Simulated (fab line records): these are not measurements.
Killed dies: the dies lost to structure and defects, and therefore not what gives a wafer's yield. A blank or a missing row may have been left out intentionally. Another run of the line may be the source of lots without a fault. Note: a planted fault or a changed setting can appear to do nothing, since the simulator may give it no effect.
fab line records | flow nand-harc
[record] lots = 12 wafers = 35 last-day = 34
route steps=1302 shown A_ZERO_WELL@403 A_ONON_D1@436 END@1302
lots with no fault: from the same line, run without faults
start-h: hours from the record's first day to the start of the lot's first wafer shown | wait-h: hours from the lot's prior step to this one | " as in the row above | L1.1+2: one row covering several wafers at once | - no value, or no start was given | * or withheld: withheld | < > ~ a bound
route shown NAME@n: names a module that has steps shown in the file, with the first one's number in the route | usual: average and standard deviation across the fault-free wafers | same: alike in all rows | chamber/n: place in a boat | sites: per-site readings | _std_site: the values' standard deviation | _edge_site: the outer-site mean with the inner-site mean subtracted | radius-mm: for every site, how far away it sits from the centre of the wafer | mask NAME#n: copy n | behind: the last tool/chamber to shape the wafer | hold: the reason the lot was held/the length of the hold in hours/how it ended | device: the transistor (n, p or np) that didn't switch | end of line: tests run on the same wafers once the route is complete | for a step that has no rows: nothing shown but its recipe | killed: at the first sort, the dies lost to defects and structure; wafer yield is something else | map: dies across one wafer; x = killed, . = not, _ = none there
set.NAME: the setting as run; set.NAME@STEP: as run at that earlier step | model.NAME: the simulator's own value behind a step, which no gauge read
a sample of lots followed through the steps of the route, with each step as a table and each wafer as a row
services: when a tool's chamber went out of use (start-h, in hours from the record's first day, below 0 if earlier), for how many hours, and the reason
[[steps]]
[step NHARC_A_ZERO_WELL_DESCUM_12]
[recipe] time-s = 3 o2-flow-sccm = 200 ar-flow-sccm = 0 bias-power-w = 0 chemistry = O2
[usual] drypump-motor-current-A = 5.6/0.37 oes-product-au = 1.003/0.008 rf-vpp-V = 57.7/0.83 showerhead-plenum-p-Torr = 1.90/0.06 throttle-valve-pct = 11.311/0.0094
// columns lot.wafer tool chamber start-h wait-h drypump-motor-current-A oes-product-au rf-hours-counter-h rf-vpp-V showerhead-plenum-p-Torr throttle-valve-pct
L745.1 rie-diel-02 2 137.88 - 5.8 1.006 29 58.6 1.89 11.314
L745.2 " 0 " " 6.1 1.007 29 59.3 2.07 11.315
L745.5 " 2 " " 5.8 0.998 - 58.0 1.89 11.316
L747.4 rie-diel-03 1 155.72 - 5.6 1.010 9 56.2 1.88 11.311
L747.3 " 2 " " 6.4 0.998 9 58.1 1.86 11.296
L747.6 " 1 " " 5.6 1.017 - 56.6 1.88 11.301
L748.4 rie-diel-03 1 167.92 - 5.6 1.015 11 57.4 1.88 11.310
L748.1 " 2 " " 6.3 0.999 10 57.3 1.86 11.311
L748.5 " 0 " " 5.4 1.009 - 58.6 1.91 11.307
L749.4 rie-diel-03 1 179.42 - 5.6 1.011 12 57.4 1.88 11.305
L749.5 " 3 " " 5.3 0.999 - 57.4 1.92 11.314
L749.6 " 0 " " 5.4 1.019 - 57.2 1.91 11.295
L750.4 rie-diel-02 3 186.96 - 5.2 0.997 49 58.3 2.01 11.321
L750.3 " 1 " " 5.6 0.985 49 58.4 1.84 11.307
L756.1 rie-diel-13 0 260.79 - 5.7 0.999 2 56.9 1.90 11.300
L756.2 " 1 " " 6.1 0.997 2 57.2 2.01 11.308
L756.4 " 3 " " 5.7 0.994 2 57.9 1.81 11.297
L760.2 rie-diel-13 0 283.58 - 5.7 1.008 2 56.2 1.90 11.301
L760.3 " 2 " " 5.1 1.005 2 58.2 1.92 11.300
L760.5 " 3 " " 5.7 0.996 - 55.8 1.81 11.298
L758.1 rie-diel-13 2 284.24 - 5.1 1.003 2 57.7 1.92 11.319
L758.6 " 3 " " 5.7 0.999 - 57.6 1.81 11.307
L758.5 " 0 " " 5.7 1.009 - 56.4 1.90 11.320
L761.1 rie-diel-03 2 303.50 - 6.3 1.009 2 57.0 1.86 11.306
L761.2 " 3 " " 5.3 1.009 3 57.8 1.91 11.308
L761.5 " 0 " " 5.4 1.001 - 58.6 1.91 11.313
L762.2 rie-diel-13 1 312.37 - 6.1 1.008 4 57.8 2.00 11.331
L762.4 " 3 " " 5.6 0.999 4 58.1 1.81 11.316
L762.5 " 2 " " 5.1 1.010 - 56.4 1.92 11.324
L764.1 rie-diel-13 2 331.19 - 5.1 1.007 4 58.2 1.92 11.319
L764.6 " 3 " " 5.7 1.011 - 57.9 1.80 11.312
L764.4 " 2 " " 5.1 1.014 - 56.2 1.92 11.322
L768.4 rie-diel-13 3 367.62 - 5.6 0.999 1 57.4 1.81 11.321
L768.6 " 1 " " 6.1 0.997 - 59.1 2.00 11.318
L768.5 " 2 " " 5.1 1.004 - 58.9 1.92 11.303
[step NHARC_A_ZERO_WELL_RTA_16]
[recipe] temp-c = 1000 time-s = 10
[usual] lamp-power-pct = 28.2/1.5 lamp_zone_3_pct = 28.2/1.5 lamp_zone_6_pct = 28.2/1.5 wafer_temp_C_max = 1006.0/1.7
// columns lot.wafer tool chamber start-h wait-h lamp-power-pct lamp_zone_3_pct lamp_zone_6_pct wafer_temp_C_max
L745.1 rtp-anneal-02 0 138.99 - 26.7 26.8 26.7 1005.7
L745.2 " 0 " " 26.8 26.8 26.7 1004.5
L745.5 " 0 " " 26.8 26.8 26.7 1006.3
L747.3 rtp-anneal-01 0 156.88 - 29.6 29.7 29.7 1008.5
L747.4 " 0 " " 29.7 29.7 29.6 1009.9
L747.6 " 0 " " 29.7 29.7 29.6 1006.6
L748.1 rtp-anneal-02 0 169.03 - 26.7 26.8 26.8 1004.5
L748.4 " 0 " " 26.8 26.7 26.7 1004.7
L748.5 " 0 " " 26.8 26.8 26.7 1003.5
L749.4 rtp-anneal-02 0 180.60 - 26.8 26.8 26.7 1004.3
L749.5 " 0 " " 26.8 26.8 26.7 1005.1
L749.6 " 0 " " 26.8 26.7 26.7 1005.9
L750.3 rtp-anneal-02 0 188.13 - 26.8 26.8 26.8 1005.1
L750.4 " 0 " " 26.8 26.8 26.8 1008.9
L756.1 rtp-anneal-01 0 261.89 - 29.6 29.6 29.7 1006.3
L756.2 " 0 " " 29.7 29.6 29.6 1008.0
L756.4 " 0 " " 29.7 29.6 29.6 1005.4
L760.2 rtp-anneal-02 0 284.70 - 26.8 26.7 26.7 1005.9
L760.3 " 0 " " 26.7 26.7 26.7 1006.3
L760.5 " 0 " " 26.8 26.7 26.7 1005.1
L758.1 rtp-anneal-02 0 285.32 - 26.7 26.7 26.7 1004.8
L758.5 " 0 " " 26.7 26.7 26.7 1004.1
L758.6 " 0 " " 26.7 26.7 26.6 1004.7
L761.1 rtp-anneal-02 0 304.59 - 26.8 26.7 26.7 1004.6
L761.2 " 0 " " 26.8 26.7 26.7 1004.5
L761.5 " 0 " " 26.8 26.7 26.7 1006.0
L762.2 rtp-anneal-01 0 313.50 - 29.6 29.7 29.6 1006.1
L762.4 " 0 " " 29.8 29.7 29.6 1010.4
L762.5 " 0 " " 29.7 29.7 29.6 1007.1
L764.1 rtp-anneal-02 0 332.30 - 26.7 26.7 26.7 1005.4
L764.4 " 0 " " 26.7 26.8 26.6 1005.9
L764.6 " 0 " " 26.7 26.7 26.7 1003.9
L768.4 rtp-anneal-02 0 368.81 - 26.7 26.8 26.7 1003.7
L768.5 " 0 " " 26.7 26.8 26.7 1003.1
L768.6 " 0 " " 26.8 26.8 26.7 1003.5
[step NHARC_A_ZERO_WELL_INSPECT_17]
[usual] raw-defect-count = 10/5.4
// columns lot.wafer tool chamber start-h wait-h raw-defect-count
L745.1 defect-inspect-02 - 139.19 0.2 10
L745.2 " - " " 9
L745.5 " - " " 3
L747.3 defect-inspect-02 - 157.02 0.1 20
L747.4 " - " " 18
L747.6 " - " " 17
L748.1 defect-inspect-01 - 169.22 0.2 7
L748.4 " - " " 8
L748.5 " - " " 5
L749.4 defect-inspect-02 - 180.72 0.1 7
L749.5 " - " " 9
L749.6 " - " " 38
L750.3 defect-inspect-02 - 188.27 0.1 17
L750.4 " - " " 11
L756.1 defect-inspect-02 - 262.09 0.2 5
L756.2 " - " " 9
L756.4 " - " " 5
L760.2 defect-inspect-01 - 284.87 0.1 11
L760.3 " - " " 15
L760.5 " - " " 5
L758.1 defect-inspect-02 - 285.51 0.2 19
L758.5 " - " " 9
L758.6 " - " " 9
L761.1 defect-inspect-02 - 304.96 0.3 6
L761.2 " - " " 8
L761.5 " - " " 10
L762.2 defect-inspect-02 - 313.67 0.1 5
L762.4 " - " " 9
L762.5 " - " " 8
L764.1 defect-inspect-02 - 332.49 0.2 6
L764.4 " - " " 13
L764.6 " - " " 2
L768.4 defect-inspect-01 - 368.93 0.1 4
L768.5 " - " " 5
L768.6 " - " " 6
[step NHARC_A_ONON_D1_DEP_16]
[recipe] target-thk-a = 10000 n2-flow-sccm = 2750 n2o-flow-sccm = 2000 nh3-flow-sccm = 500 sih4-flow-sccm = 210 temp-c = 400
[usual] nh3-flow-sccm = 500.3/1.4 susceptor-temp-C = 399.98/0.24
// columns lot.wafer tool chamber start-h wait-h nh3-flow-sccm susceptor-temp-C
L745.1 pecvd-onon-03 0 172.18 0.1 498.4 400.06
L745.2 " 0 " " 500.5 400.24
L745.5 " 0 " " 500.8 400.08
L747.3 pecvd-onon-03 0 190.24 0.2 498.7 399.79
L747.4 " 0 " " 497.9 399.74
L747.6 " 0 " " 500.3 399.86
L748.1 pecvd-onon-01 0 203.45 0.1 498.6 400.04
L748.4 " 0 " " 501.5 400.16
L748.5 " 0 " " 499.0 400.20
L749.4 pecvd-onon-03 0 212.23 0.2 500.9 399.94
L749.5 " 0 " " 500.1 399.87
L749.6 " 0 " " 502.9 399.89
L750.3 pecvd-onon-03 0 221.82 0.2 498.5 399.85
L750.4 " 0 " " 497.3 399.99
L756.1 pecvd-onon-01 0 292.86 0.1 501.3 399.60
L756.2 " 0 " " 500.7 399.97
L756.4 " 0 " " 500.5 399.30
L758.1 pecvd-onon-01 0 315.70 0.1 499.5 400.34
L758.5 " 0 " " 499.0 400.32
L758.6 " 0 " " 499.5 400.41
L760.2 pecvd-onon-02 0 315.75 0.1 498.8 399.93
L760.3 " 0 " " 501.2 400.27
L760.5 " 0 " " 499.5 400.25
L761.1 pecvd-onon-02 0 339.17 0.1 497.5 399.55
L761.2 " 0 " " 497.4 399.85
L761.5 " 0 " " 498.9 399.61
L762.2 pecvd-onon-01 0 344.25 0.1 500.7 400.09
L762.4 " 0 " " 501.8 400.10
L762.5 " 0 " " 500.1 400.14
L764.1 pecvd-onon-01 0 363.26 0.1 501.1 399.78
L764.4 " 0 " " 502.2 400.11
L764.6 " 0 " " 503.5 399.90
L768.4 pecvd-onon-02 0 399.51 0.2 500.0 400.27
L768.5 " 0 " " 501.1 399.91
L768.6 " 0 " " 500.8 400.19
[step NHARC_A_ONON_D1_THK_MEAS_18]
[recipe] thk-meas-gauge = ellipsometry
[usual] thk-nm = 1001/11
// columns lot.wafer tool chamber start-h wait-h thk-nm
L745.1 film-metro-01 - 172.70 - 1008
L745.2 " - " " 1008
L745.5 " - " " 1006
L747.3 film-metro-02 - 190.64 - 985
L747.4 " - " " 984
L747.6 " - " " 984
L748.1 film-metro-02 - 203.96 - 1021
L748.4 " - " " 1023
L748.5 " - " " 1023
L749.4 film-metro-02 - 212.57 - 1568
L749.5 " - " " 1568
L749.6 " - " " 1568
L750.3 film-metro-02 - 222.21 - 1584
L750.4 " - " " 1586
L756.1 film-metro-01 - 293.36 - 998
L756.2 " - " " 996
L756.4 " - " " 998
L760.2 film-metro-01 - 316.20 - 1011
L760.3 " - " " 1013
L760.5 " - " " 1013
L758.1 film-metro-01 - 316.21 - 998
L758.5 " - " " 998
L758.6 " - " " 997
L761.1 film-metro-01 - 339.70 - 1005
L761.2 " - " " 1007
L761.5 " - " " 1006
L762.2 film-metro-02 - 344.70 - 999
L762.4 " - " " 1003
L762.5 " - " " 1001
L764.1 film-metro-01 - 363.77 - 1017
L764.4 " - " " 1019
L764.6 " - " " 1020
L768.4 film-metro-02 - 399.88 - 1001
L768.5 " - " " 998
L768.6 " - " " 998
[step NHARC_END_SORT_01]
[recipe] temp-c = 25
[usual] killed-at-array = 56/19 killed-at-other = 0.8/1.1 killed-at-periphery = 3.4/2.5 killed-dies = 60/19 killed-open = 2.9/1.7 killed-short = 2.4/1.6
[same] gross-dies = 677
// columns lot.wafer tool chamber start-h wait-h killed-at-array killed-at-other killed-at-periphery killed-dies killed-open killed-short
L745.1 prober-02 0 560.96 2.5 21 0 3 24 1 2
L745.2 prober-02 0 561.76 2.8 22 0 2 24 1 3
L745.5 prober-02 0 564.16 3.7 18 0 0 18 2 0
L748.1 prober-02 0 583.47 2.5 45 0 6 51 4 2
L748.4 prober-02 0 585.88 3.4 40 0 5 45 5 6
L748.5 prober-02 0 586.69 3.7 35 1 5 41 4 1
L747.3 prober-01 0 585.06 3.1 56 1 2 59 3 1
L747.4 prober-01 0 585.86 3.4 67 0 4 71 2 2
L747.6 prober-01 0 587.47 4.0 70 0 0 70 2 3
L749.4 prober-01 0 604.09 3.4 677 0 0 677 2 2
L749.5 prober-01 0 604.88 3.7 677 0 0 677 1 1
L749.6 prober-01 0 605.68 4.0 673 0 4 677 3 2
L756.1 prober-01 0 681.31 2.5 48 0 6 54 1 1
L756.2 prober-01 0 682.12 2.8 51 1 8 60 5 0
L756.4 prober-01 0 683.74 3.4 48 0 3 51 0 3
L758.1 prober-01 0 709.03 2.5 42 0 1 43 2 2
L758.5 prober-01 0 712.22 3.7 39 1 3 43 5 1
L758.6 prober-01 0 713.02 4.0 40 0 1 41 1 2
L760.2 prober-01 0 717.65 2.8 77 0 3 80 2 2
L760.3 prober-01 0 718.44 3.1 94 0 3 97 2 1
L760.5 prober-01 0 720.03 3.7 83 0 0 83 2 4
L761.1 prober-01 0 729.62 2.5 44 3 0 47 3 5
L761.2 prober-01 0 730.42 2.8 42 2 3 47 3 4
L761.5 prober-01 0 732.82 3.7 46 2 3 51 3 3
L762.2 prober-02 0 730.41 2.8 32 0 2 34 1 5
L762.4 prober-02 0 732.00 3.4 24 0 2 26 3 1
L762.5 prober-02 0 732.80 3.7 29 1 4 34 7 4
L764.1 prober-01 0 743.05 2.5 44 1 3 48 3 4
L764.4 prober-01 0 745.43 3.4 42 1 2 45 1 3
L764.6 prober-01 0 747.02 4.0 36 1 1 38 3 1
L768.4 prober-02 0 809.91 3.4 58 3 1 62 0 3
L768.5 prober-02 0 810.71 3.7 57 1 4 62 8 1
L768.6 prober-02 0 811.51 4.0 52 0 3 55 4 2
// killed by level:class
L745.1 A_CHANNEL_HOLE_D2:chamber-film-flake=7 A_CONTACT:chamber-film-flake=6 A_DECK1_JOINT:chamber-film-flake=2 A_STAIRCASE:chamber-film-flake=2 A_WL_FILL:chamber-film-flake=2 P_GATE:geometric-particle:open=1 A_CHANNEL_HOLE_D2:geometric-particle:short=1 A_CHANNEL_FILL_D2:geometric-particle:short=1
L745.2 A_CONTACT:chamber-film-flake=7 A_CHANNEL_HOLE_D2:chamber-film-flake=4 A_WL_FILL:chamber-film-flake=3 A_ONON_D1:geometric-particle:short=2 P_M1:geometric-particle:open=1 A_CHANNEL_HOLE_D2:geometric-particle:short=1 P_ZERO_WELL:chamber-film-flake=1 A_ZERO_WELL:chamber-film-flake=1
L745.5 A_CHANNEL_HOLE_D2:chamber-film-flake=9 A_CONTACT:chamber-film-flake=3 A_ONON_D2:geometric-particle:open=1 A_M0:geometric-particle:open=1 A_CHANNEL_FILL_D2:chamber-film-flake=1 A_STAIRCASE:chamber-film-flake=1 A_WL_FILL:chamber-film-flake=1 A_BONDPAD:chamber-film-flake=1
L748.1 A_CHANNEL_HOLE_D2:chamber-film-flake=27 P_GATE:chamber-film-flake=3 P_M1:chamber-film-flake=3 A_CHANNEL_FILL_D1:chamber-film-flake=2 A_SGD_CUT:chamber-film-flake=2 A_CONTACT:chamber-film-flake=2 A_BONDPAD:chamber-film-flake=2 A_ONON_D1:geometric-particle:short=1
L747.3 A_CHANNEL_HOLE_D1:chamber-film-flake=22 A_SLIT:chamber-film-flake=20 A_CHANNEL_HOLE_D2:chamber-film-flake=4 A_STAIRCASE:chamber-film-flake=2 A_CONTACT:chamber-film-flake=2 A_M1:chamber-film-flake=2 P_BONDPAD:geometric-particle:open=1 A_DECK1_JOINT:geometric-particle:open=1
L747.4 A_SLIT:chamber-film-flake=26 A_CHANNEL_HOLE_D1:chamber-film-flake=25 A_CHANNEL_HOLE_D2:chamber-film-flake=6 P_M1:chamber-film-flake=3 A_M1:chamber-film-flake=2 P_STI:geometric-particle:short=1 A_ONON_D1:geometric-particle:short=1 A_DECK1_JOINT:geometric-particle:open=1
L748.4 A_CHANNEL_HOLE_D2:chamber-film-flake=23 A_CHANNEL_HOLE_D1:chamber-film-flake=4 A_WL_FILL:geometric-particle:short=3 A_DECK1_JOINT:geometric-particle:short=2 A_CHANNEL_FILL_D1:chamber-film-flake=2 A_M1:chamber-film-flake=2 P_CONTACT:geometric-particle:open=1 P_M0:geometric-particle:open=1
L748.5 A_CHANNEL_HOLE_D2:chamber-film-flake=23 A_STAIRCASE:chamber-film-flake=3 A_ONON_D1:geometric-particle:open=2 P_ZERO_WELL:chamber-film-flake=2 P_M1:chamber-film-flake=2 A_CHANNEL_HOLE_D1:chamber-film-flake=2 A_CONTACT:chamber-film-flake=2 P_CONTACT:geometric-particle:open=1
L747.6 A_CHANNEL_HOLE_D1:chamber-film-flake=23 A_SLIT:chamber-film-flake=19 A_CHANNEL_HOLE_D2:chamber-film-flake=8 A_M1:chamber-film-flake=7 A_CONTACT:unspecified=3 A_STAIRCASE:chamber-film-flake=2 A_CONTACT:chamber-film-flake=2 A_ONON_D1:geometric-particle:open=1
L749.4 A_ONON_D1:area-dep=615 A_SLIT:chamber-film-flake=25 A_CHANNEL_HOLE_D2:chamber-film-flake=23 A_CHANNEL_FILL_D1:chamber-film-flake=4 A_ONON_D1:geometric-particle:open=1 A_CHANNEL_FILL_D1:geometric-particle:short=1 A_CHANNEL_HOLE_D2:geometric-particle:open=1 A_STAIRCASE:geometric-particle:short=1
L749.5 A_ONON_D1:area-dep=602 A_CHANNEL_HOLE_D2:chamber-film-flake=30 A_SLIT:chamber-film-flake=28 A_CHANNEL_HOLE_D1:chamber-film-flake=6 A_DECK1_JOINT:chamber-film-flake=2 A_CHANNEL_FILL_D2:chamber-film-flake=2 A_STAIRCASE:chamber-film-flake=2 A_CONTACT:chamber-film-flake=2
L749.6 A_ONON_D1:area-dep=608 A_CHANNEL_HOLE_D2:chamber-film-flake=25 A_SLIT:chamber-film-flake=25 A_CHANNEL_FILL_D1:chamber-film-flake=3 A_STAIRCASE:chamber-film-flake=3 P_GATE:chamber-film-flake=2 A_DECK1_JOINT:chamber-film-flake=2 P_GATE:geometric-particle:open=1
L756.1 A_SLIT:chamber-film-flake=27 A_CONTACT:chamber-film-flake=9 A_CHANNEL_HOLE_D1:chamber-film-flake=6 P_M2:chamber-film-flake=5 A_WL_FILL:chamber-film-flake=2 P_CONTACT:geometric-particle:short=1 A_CHANNEL_FILL_D1:geometric-particle:open=1 A_CHANNEL_FILL_D1:chamber-film-flake=1
L756.2 A_SLIT:chamber-film-flake=25 A_CHANNEL_HOLE_D1:chamber-film-flake=8 A_CONTACT:chamber-film-flake=8 P_M2:chamber-film-flake=5 A_CHANNEL_FILL_D2:chamber-film-flake=4 A_WL_FILL:chamber-film-flake=2 P_M0:geometric-particle:open=1 A_ONON_D1:geometric-particle:open=1
L756.4 A_SLIT:chamber-film-flake=32 A_CHANNEL_HOLE_D1:chamber-film-flake=7 A_CONTACT:chamber-film-flake=5 P_M2:chamber-film-flake=2 P_M1:geometric-particle:short=1 A_SGD_CUT:geometric-particle:short=1 A_M0:geometric-particle:short=1 A_CHANNEL_FILL_D1:chamber-film-flake=1
L758.1 A_CHANNEL_HOLE_D2:chamber-film-flake=18 A_CONTACT:chamber-film-flake=8 A_CHANNEL_HOLE_D1:chamber-film-flake=5 A_SLIT:chamber-film-flake=3 A_ONON_D1:geometric-particle:open=1 A_ONON_D1:geometric-particle:short=1 A_CHANNEL_FILL_D2:geometric-particle:open=1 A_WL_FILL:geometric-particle:short=1
L758.5 A_CHANNEL_HOLE_D2:chamber-film-flake=11 A_CHANNEL_HOLE_D1:chamber-film-flake=9 A_CONTACT:chamber-film-flake=5 A_DECK1_JOINT:chamber-film-flake=3 A_SLIT:chamber-film-flake=3 A_ONON_D1:geometric-particle:open=2 A_STAIRCASE:chamber-film-flake=2 A_ONON_D2:geometric-particle:open=1
L758.6 A_CHANNEL_HOLE_D2:chamber-film-flake=23 A_CONTACT:chamber-film-flake=5 A_CHANNEL_HOLE_D1:chamber-film-flake=3 A_STAIRCASE:chamber-film-flake=2 A_CHANNEL_FILL_D1:geometric-particle:short=1 A_SGD_CUT:geometric-particle:short=1 A_BLC:geometric-particle:open=1 P_GATE:chamber-film-flake=1
L760.2 A_SLIT:chamber-film-flake=25 A_CHANNEL_HOLE_D1:chamber-film-flake=23 A_CHANNEL_HOLE_D2:chamber-film-flake=20 A_ONON_D1:geometric-particle:short=1 A_ONON_D2:geometric-particle:short=1 A_WL_FILL:geometric-particle:open=1 A_M0:geometric-particle:open=1 P_STI:chamber-film-flake=1
L760.3 A_SLIT:chamber-film-flake=33 A_CHANNEL_HOLE_D2:chamber-film-flake=29 A_CHANNEL_HOLE_D1:chamber-film-flake=27 A_M1:chamber-film-flake=2 P_GATE:geometric-particle:open=1 P_M0:geometric-particle:short=1 A_CHANNEL_FILL_D2:geometric-particle:open=1 P_ZERO_WELL:chamber-film-flake=1
L760.5 A_SLIT:chamber-film-flake=30 A_CHANNEL_HOLE_D1:chamber-film-flake=29 A_CHANNEL_HOLE_D2:chamber-film-flake=16 A_SOURCE_PLATE:geometric-particle:short=1 A_CHANNEL_FILL_D1:geometric-particle:open=1 A_DECK1_JOINT:geometric-particle:open=1 A_CHANNEL_HOLE_D2:geometric-particle:short=1 A_SGD_CUT:geometric-particle:short=1
L761.1 A_CHANNEL_HOLE_D2:chamber-film-flake=22 A_CHANNEL_HOLE_D1:chamber-film-flake=8 A_CONTACT:chamber-film-flake=4 THIN_TSV:chamber-film-flake=3 A_ONON_D1:geometric-particle:short=2 A_ONON_D1:geometric-particle:open=1 A_DECK1_JOINT:geometric-particle:open=1 A_DECK1_JOINT:geometric-particle:short=1
L762.2 A_CHANNEL_HOLE_D1:chamber-film-flake=11 A_SLIT:chamber-film-flake=5 A_CONTACT:chamber-film-flake=3 A_WL_FILL:chamber-film-flake=3 A_WL_FILL:geometric-particle:short=2 A_SGD_CUT:chamber-film-flake=2 P_STI:geometric-particle:short=1 A_ONON_D1:geometric-particle:open=1
L761.2 A_CHANNEL_HOLE_D2:chamber-film-flake=22 A_CHANNEL_HOLE_D1:chamber-film-flake=7 A_CONTACT:chamber-film-flake=6 A_CHANNEL_FILL_D2:geometric-particle:short=2 A_WL_FILL:geometric-particle:short=2 THIN_TSV:chamber-film-flake=2 P_M0:geometric-particle:open=1 A_SGD_CUT:geometric-particle:open=1
L762.4 A_CHANNEL_HOLE_D1:chamber-film-flake=7 A_SLIT:chamber-film-flake=6 A_CONTACT:chamber-film-flake=5 P_CONTACT:geometric-particle:open=1 A_DECK1_JOINT:geometric-particle:open=1 A_ONON_D2:geometric-particle:short=1 A_M0:geometric-particle:open=1 P_ZERO_WELL:chamber-film-flake=1
L762.5 A_CHANNEL_HOLE_D1:chamber-film-flake=9 A_CONTACT:chamber-film-flake=6 A_DECK1_JOINT:geometric-particle:open=3 A_ONON_D1:geometric-particle:short=2 A_CHANNEL_HOLE_D1:geometric-particle:short=2 P_GATE:chamber-film-flake=2 A_SLIT:chamber-film-flake=2 P_M0:geometric-particle:open=1
L761.5 A_CHANNEL_HOLE_D2:chamber-film-flake=18 A_CHANNEL_HOLE_D1:chamber-film-flake=11 A_CONTACT:chamber-film-flake=7 P_STI:chamber-film-flake=2 A_SLIT:chamber-film-flake=2 THIN_TSV:chamber-film-flake=2 P_M0:geometric-particle:open=1 A_SOURCE_PLATE:geometric-particle:short=1
L764.1 A_CHANNEL_HOLE_D1:chamber-film-flake=21 A_SLIT:chamber-film-flake=5 A_BONDPAD:chamber-film-flake=4 A_ZERO_WELL:chamber-film-flake=3 A_STAIRCASE:chamber-film-flake=3 P_M1:chamber-film-flake=2 P_GATE:geometric-particle:open=1 A_SOURCE_PLATE:geometric-particle:open=1
L764.4 A_CHANNEL_HOLE_D1:chamber-film-flake=25 A_SLIT:chamber-film-flake=6 A_WL_FILL:chamber-film-flake=4 A_M0:geometric-particle:short=2 A_CONTACT:chamber-film-flake=2 A_SOURCE_PLATE:geometric-particle:short=1 A_ONON_D2:geometric-particle:open=1 P_GATE:chamber-film-flake=1
L764.6 A_CHANNEL_HOLE_D1:chamber-film-flake=24 A_SLIT:chamber-film-flake=5 A_STAIRCASE:chamber-film-flake=3 A_CHANNEL_FILL_D2:geometric-particle:open=2 P_CONTACT:geometric-particle:short=1 A_BLC:geometric-particle:open=1 A_BONDPAD:chamber-film-flake=1 THIN_TSV:chamber-film-flake=1
L768.4 A_CHANNEL_HOLE_D2:chamber-film-flake=29 A_CONTACT:chamber-film-flake=9 A_SLIT:chamber-film-flake=5 A_CHANNEL_FILL_D1:chamber-film-flake=4 A_SGD_CUT:chamber-film-flake=3 A_CHANNEL_FILL_D2:chamber-film-flake=2 A_STAIRCASE:chamber-film-flake=2 A_M1:chamber-film-flake=2
L768.5 A_CHANNEL_HOLE_D2:chamber-film-flake=29 A_SLIT:chamber-film-flake=6 A_CHANNEL_FILL_D1:chamber-film-flake=3 A_CONTACT:chamber-film-flake=3 A_ONON_D1:geometric-particle:open=2 A_M0:geometric-particle:open=2 P_GATE:chamber-film-flake=2 A_CHANNEL_HOLE_D1:chamber-film-flake=2
L768.6 A_CHANNEL_HOLE_D2:chamber-film-flake=25 A_SLIT:chamber-film-flake=7 A_CONTACT:chamber-film-flake=6 A_STAIRCASE:chamber-film-flake=3 A_SGD_CUT:chamber-film-flake=3 P_CONTACT:geometric-particle:short=1 A_ONON_D1:geometric-particle:short=1 A_WL_FILL:geometric-particle:open=1
[[services]]
// columns tool chamber start-h hours kind
rie-diel-02 0 118.88 2.3 repair
rie-diel-13 0 119.50 - clean
rie-diel-13 - 165.00 9.0 pm
rie-diel-13 2 176.90 6.9 repair
pecvd-onon-02 - 185.00 13.0 pm
rie-diel-13 0 192.09 6.6 repair
rie-diel-03 0 204.86 3.1 repair
rie-diel-02 - 216.70 9.0 pm
rie-diel-13 2 221.15 9.6 repair
pecvd-onon-03 - 227.05 13.0 pm
rie-diel-13 3 228.19 20.6 repair
rie-diel-03 1 257.74 3.5 repair
pecvd-onon-01 - 269.31 13.0 pm
rie-diel-03 - 281.30 9.0 pm
rie-diel-02 1 284.43 1.8 repair
rie-diel-02 - 297.52 22.5 repair
pecvd-onon-02 - 309.50 1.2 repair
rie-diel-13 1 324.46 10.9 repair
rie-diel-13 - 342.00 9.0 pm
pecvd-onon-02 - 366.00 13.0 pm
rie-diel-03 1 366.57 2.8 repair
rtp-anneal-01 - 372.00 12.0 pm
rie-diel-03 - 391.40 2.0 repair
rie-diel-02 - 393.85 9.0 pm
[[key]]
[first-sign] step = NHARC_A_ONON_D1_THK_MEAS_18 reading = thk-nm direction = up sigmas = 52 usual = 1001 struck = 1575
[effect] step = NHARC_END_SORT_01 reading = killed-at-array direction = up sigmas = 33 usual = 56 struck = 676
[more-kills-born-at] NHARC_A_ONON_D1_DEP_16@pecvd-onon-03 = 1825
met-at NHARC_A_ONON_D1_DEP_16
struck-lots L749,L750
later-rows-left-out L749.4,L749.5,L749.6,L750.3,L750.4
sort-left-out L750.3,L750.4
tester-left-out L749,L750
not-acting-at NHARC_A_ZERO_WELL_DESCUM_12,NHARC_A_ZERO_WELL_RTA_16,NHARC_A_ZERO_WELL_INSPECT_17
onset-between 190.24 212.23
[fault] kind = process-parameter-drift tool = pecvd-onon-03 chamber = - onset-h = 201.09 steps = NHARC_A_ONON_D1_DEP_16 channel = target-thk-a offset = * shape = step acts-in = * stated = *
// tester-left-out: of these lots the tester's yield and bins aren't shown, on N5 and GAA mostly nor the transistor test; their killed dies are dies lost to structure and defects alone, not to doping, threshold or leakage, so they don't give the yield
// sort-left-out: the simulated sort isn't trusted on such a fault, so these wafers' sort isn't shown, and their yield isn't known
// later-rows-left-out: the simulator's readings of these wafers behind a module that went badly wrong aren't trusted and aren't shown, but for the sort
